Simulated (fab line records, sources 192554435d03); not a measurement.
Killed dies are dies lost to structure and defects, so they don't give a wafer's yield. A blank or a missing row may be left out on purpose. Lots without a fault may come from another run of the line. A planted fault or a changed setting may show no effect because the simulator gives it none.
Chamber matching | flow n5_finfet | N5_FIN_SAQP_ETCH_57 on rie_diel-06: 4 sister chambers
The step etches SiNx in CH3F/O2, target depth 32.5 nm, time 46.4 s. 4 wafers are shown with their chamber, then 7 later ones without.

WAFERS WITH THEIR CHAMBER
wafer  | chamber | showerhead_plenum_p_Torr (Torr)
L080.6 | 3       | 1.92
L083.6 | 2       | 1.90
L092.1 | 0       | 2.08
L092.2 | 1       | 2.00

WAFERS WITHOUT THEIR CHAMBER
wafer  | showerhead_plenum_p_Torr (Torr)
L092.5 | 1.90
L095.1 | 1.99
L095.3 | 2.08
L095.6 | 1.90
L096.2 | 2.08
L096.5 | 1.89
L096.6 | 1.99

WHICH CHAMBER EACH WENT THROUGH
wafer  | from the rows above | in truth
L092.5 | 2                   | 2
L095.1 | 1                   | 1
L095.3 | 0                   | 0
L095.6 | 2                   | 2
L096.2 | 0                   | 0
L096.5 | 2                   | 2
L096.6 | 1                   | 1
Placed correctly: 7 of 7. Can't be placed from these rows: 0. Placed wrongly: 0.
How it was worked out, from the rows above alone: a wafer's distance from a chamber is the root of the sum, over the readings, of the square of ((its reading less the chamber's mean) divided by the reading's scatter). The wafer belongs to the nearest chamber; if the next one is less than 2 further off, it can't be placed. A chamber's mean is the mean of its shown wafers. The scatter: with one shown wafer a chamber, the root of the mean of the squares of how far each hidden wafer lies from its nearest shown one.
